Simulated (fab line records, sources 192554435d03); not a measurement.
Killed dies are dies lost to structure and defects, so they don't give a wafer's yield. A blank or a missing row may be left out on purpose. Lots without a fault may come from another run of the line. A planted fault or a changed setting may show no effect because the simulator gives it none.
Chamber matching | flow n5_finfet | N5_FIN_SAQP_SPACER1_ALD_24 on ald_sin-01: 4 sister chambers
The step deposits SiO2, target thk 20.3 nm, pulse time 1 s, purge time 2 s. 4 wafers are shown with their chamber, then 9 later ones without.

WAFERS WITH THEIR CHAMBER
wafer  | chamber | heater_power_w (W)
L083.5 | 0       | 540
L085.3 | 3       | 428
L085.4 | 2       | 382
L085.6 | 1       | 566

WAFERS WITHOUT THEIR CHAMBER
wafer  | heater_power_w (W)
L086.1 | 549
L086.3 | 403
L086.5 | 560
L087.2 | 561
L087.4 | 404
L087.5 | 406
L097.1 | 567
L097.3 | 534
L097.5 | 446

WHICH CHAMBER EACH WENT THROUGH
wafer  | from the rows above     | in truth
L086.1 | can't be placed: 0 or 1 | 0
L086.3 | can't be placed: 2 or 3 | 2
L086.5 | can't be placed: 1 or 0 | 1
L087.2 | can't be placed: 1 or 0 | 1
L087.4 | can't be placed: 2 or 3 | 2
L087.5 | can't be placed: 3 or 2 | 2
L097.1 | can't be placed: 1 or 0 | 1
L097.3 | can't be placed: 0 or 1 | 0
L097.5 | 3                       | 3
Placed correctly: 1 of 9. Can't be placed from these rows: 8 (the true chamber is among the candidates in 8). Placed wrongly: 0.
How it was worked out, from the rows above alone: a wafer's distance from a chamber is the root of the sum, over the readings, of the square of ((its reading less the chamber's mean) divided by the reading's scatter). The wafer belongs to the nearest chamber; if the next one is less than 2 further off, it can't be placed. A chamber's mean is the mean of its shown wafers. The scatter: with one shown wafer a chamber, the root of the mean of the squares of how far each hidden wafer lies from its nearest shown one.
